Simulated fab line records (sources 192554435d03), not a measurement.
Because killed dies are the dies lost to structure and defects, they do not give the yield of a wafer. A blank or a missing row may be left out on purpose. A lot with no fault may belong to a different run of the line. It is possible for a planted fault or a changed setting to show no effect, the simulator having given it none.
Which of the tools did it? :: flow n5-finfet :: 12 lots, 36 wafers sampled, at 1 step of a route of 1938

== WHAT THE GAUGES READ, wafer by wafer ==
N5_MOL_CONTACT_COAG_INSPECT_42: inspects for defects (brightfield).
lot: L075
measured: day 5 14:34
on: defect-inspect-01
raw-defect-count: 202 190 187

lot: L077
measured: day 5 20:15
on: defect-inspect-01
raw-defect-count: 334 287 290

lot: L079
measured: day 6 09:26
on: defect-inspect-02
raw-defect-count: 234 227 212

lot: L080
measured: day 7 12:22
on: defect-inspect-01
raw-defect-count: 370 193 148

lot: L083
measured: day 7 15:49
on: defect-inspect-02
raw-defect-count: 228 224 211

lot: L085
measured: day 8 00:46
on: defect-inspect-01
raw-defect-count: 175 146 169

lot: L087
measured: day 8 09:09
on: defect-inspect-02
raw-defect-count: 125 156 162

lot: L089
measured: day 8 19:56
on: defect-inspect-01
raw-defect-count: 225 213 145

lot: L091
measured: day 9 13:26
on: defect-inspect-01
raw-defect-count: 178 206 205

lot: L093
measured: day 9 21:08
on: defect-inspect-01
raw-defect-count: 283 148 158

lot: L094
measured: day 10 09:15
on: defect-inspect-01
raw-defect-count: 192 164 239

lot: L097
measured: day 10 22:06
on: defect-inspect-01
raw-defect-count: 173 167 179

== TOOL THAT RAN EACH LOT (tool first, then ch and the chambers of the sampled wafers, then the start) ==
No process step before these readings appears in the record.

== THE ANSWER, worked out from the rows above alone ==
Rule: the usual values come from the lots themselves. The widest of any qualifying gaps counts: lots, ordered by their means at a reading, are off when they make up no more than a third of the lots, leave a main group of 4 or more, and stand apart from it by 3 or more times the standard deviation of that group's means. The tables above print the reading to a certain number of digits; a main group whose means all agree to those digits is not used. A lot without any number at a reading at which 4 lots or more have one is off too. Where the step has rows for the other lots, those lots are counted as sound.
None of the lots is off at any reading shown; this tells nothing.

== WHAT HAD BEEN PUT IN BY THE SIMULATOR ==
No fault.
